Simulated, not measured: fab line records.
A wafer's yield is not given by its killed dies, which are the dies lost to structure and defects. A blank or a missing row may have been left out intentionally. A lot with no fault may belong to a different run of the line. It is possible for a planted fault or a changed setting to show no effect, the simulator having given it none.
Chamber matching :: flow nand-harc :: NHARC_P_GATE_DESCUM_61 on rie-diel-10: 3 sister chambers
The step chemistry O2, time 3 s. 14 wafers are shown with their chamber, then 4 later ones without.

EACH WAFER AND ITS CHAMBER
wafer: L501.1
chamber: 0
drypump-motor-current-A (A): 5.4
rf-vpp-V (V): 57.5
oes-product-au (a.u.): 0.994

wafer: L501.2
chamber: 2
drypump-motor-current-A (A): 6.4
rf-vpp-V (V): 56.9
oes-product-au (a.u.): 0.992

wafer: L501.3
chamber: 1
drypump-motor-current-A (A): 6.3
rf-vpp-V (V): 59.2
oes-product-au (a.u.): 1.005

wafer: L503.4
chamber: 0
drypump-motor-current-A (A): 5.4
rf-vpp-V (V): 56.9
oes-product-au (a.u.): 0.993

wafer: L503.5
chamber: 2
drypump-motor-current-A (A): 6.4
rf-vpp-V (V): 57.0
oes-product-au (a.u.): 0.992

wafer: L503.6
chamber: 1
drypump-motor-current-A (A): 6.3
rf-vpp-V (V): 57.3
oes-product-au (a.u.): 1.001

wafer: L504.1
chamber: 1
drypump-motor-current-A (A): 6.3
rf-vpp-V (V): 59.0
oes-product-au (a.u.): 1.003

wafer: L504.2
chamber: 2
drypump-motor-current-A (A): 6.4
rf-vpp-V (V): 57.4
oes-product-au (a.u.): 1.005

wafer: L504.4
chamber: 0
drypump-motor-current-A (A): 5.4
rf-vpp-V (V): 56.1
oes-product-au (a.u.): 1.007

wafer: L508.2
chamber: 1
drypump-motor-current-A (A): 6.3
rf-vpp-V (V): 58.1
oes-product-au (a.u.): 0.998

wafer: L508.4
chamber: 2
drypump-motor-current-A (A): 6.5
rf-vpp-V (V): 58.0
oes-product-au (a.u.): 1.001

wafer: L508.6
chamber: 1
drypump-motor-current-A (A): 6.3
rf-vpp-V (V): 56.5
oes-product-au (a.u.): 1.005

wafer: L511.2
chamber: 1
drypump-motor-current-A (A): 6.3
rf-vpp-V (V): 57.1
oes-product-au (a.u.): 1.005

wafer: L511.3
chamber: 2
drypump-motor-current-A (A): 6.4
rf-vpp-V (V): 57.3
oes-product-au (a.u.): 0.998

SIGNATURES, as means of the wafers listed above
reading: drypump-motor-current-A
chamber 0: 5.400
chamber 1: 6.300
chamber 2: 6.420
scatter within a chamber: 0.027

reading: rf-vpp-V
chamber 0: 56.833
chamber 1: 57.867
chamber 2: 57.320
scatter within a chamber: 0.833

reading: oes-product-au
chamber 0: 0.99800
chamber 1: 1.00283
chamber 2: 0.99760
scatter within a chamber: 0.00515
Rule: a wafer lies at a distance from a chamber equal to the root of the sum of squares, over the readings, of (its reading less the chamber's mean, divided by the reading's scatter). If the next closest chamber is less than 2 further off than the closest, the wafer can't be placed; otherwise it belongs to the closest. The scatter: the root of (the sum of the squares of (reading less its chamber's mean) over the shown wafers, divided by (wafers less chambers)).

WAFERS MISSING THEIR CHAMBER
wafer: L511.4
drypump-motor-current-A (A): 6.3
rf-vpp-V (V): 58.2
oes-product-au (a.u.): 0.992

wafer: L520.3
drypump-motor-current-A (A): 6.4
rf-vpp-V (V): 58.2
oes-product-au (a.u.): 0.994

wafer: L520.5
drypump-motor-current-A (A): 6.4
rf-vpp-V (V): 56.2
oes-product-au (a.u.): 0.997

wafer: L519.1
drypump-motor-current-A (A): 5.4
rf-vpp-V (V): 56.8
oes-product-au (a.u.): 0.994

CHAMBER TAKEN BY EACH
wafer: L511.4
from the rows above: 1
in truth: 1

wafer: L520.3
from the rows above: 2
in truth: 2

wafer: L520.5
from the rows above: 2
in truth: 2

wafer: L519.1
from the rows above: 0
in truth: 0
Correct placement for 4 of the 4. From these rows, 0 cannot be placed. Number placed wrongly: 0.
